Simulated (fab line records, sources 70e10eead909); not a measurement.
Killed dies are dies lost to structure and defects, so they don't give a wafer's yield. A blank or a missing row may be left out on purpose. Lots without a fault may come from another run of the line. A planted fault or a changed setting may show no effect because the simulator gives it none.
Chamber matching | flow nand_harc | NHARC_P_CONTACT_DEP_30 on pecvd-01: 3 sister chambers
The step deposits SiNx, target thk 30 nm. 6 wafers are shown with their chamber, then 10 later ones without.

WAFERS WITH THEIR CHAMBER
wafer  | chamber | heater_power_w (W) | rf_fwd_power_W (W)
L082.4 | 2       | 793                | 449.1
L083.1 | 1       | 663                | 448.9
L083.4 | 2       | 878                | 450.8
L083.5 | 0       | 677                | 448.3
L086.1 | 1       | 613                | 448.3
L086.2 | 0       | 702                | 449.8

WAFERS WITHOUT THEIR CHAMBER
wafer  | heater_power_w (W) | rf_fwd_power_W (W)
L086.4 | 705                | 448.8
L088.3 | 822                | 449.1
L088.4 | 697                | 449.4
L088.6 | 817                | 449.1
L089.4 | 628                | 447.8
L089.5 | 811                | 448.3
L089.6 | 674                | 448.6
L095.2 | 645                | 450.4
L095.3 | 709                | 446.8
L095.4 | 642                | 450.4

WHICH CHAMBER EACH WENT THROUGH
wafer  | from the rows above     | in truth
L086.4 | can't be placed: 0 or 1 | 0
L088.3 | 2                       | 2
L088.4 | can't be placed: 0 or 1 | 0
L088.6 | 2                       | 2
L089.4 | can't be placed: 1 or 0 | 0
L089.5 | can't be placed: 2 or 0 | 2
L089.6 | can't be placed: 0 or 1 | 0
L095.2 | can't be placed: 0 or 1 | 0
L095.3 | can't be placed: 0 or 1 | 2
L095.4 | can't be placed: 0 or 1 | 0
Placed correctly: 2 of 10. Can't be placed from these rows: 8 (the true chamber is among the candidates in 7). Placed wrongly: 0.
How it was worked out, from the rows above alone: a wafer's distance from a chamber is the root of the sum, over the readings, of the square of ((its reading less the chamber's mean) divided by the reading's scatter). The wafer belongs to the nearest chamber; if the next one is less than 2 further off, it can't be placed. A chamber's mean is the mean of its shown wafers. The scatter: the root of (the sum of the squares of (reading less its chamber's mean) over the shown wafers, divided by (wafers less chambers)).
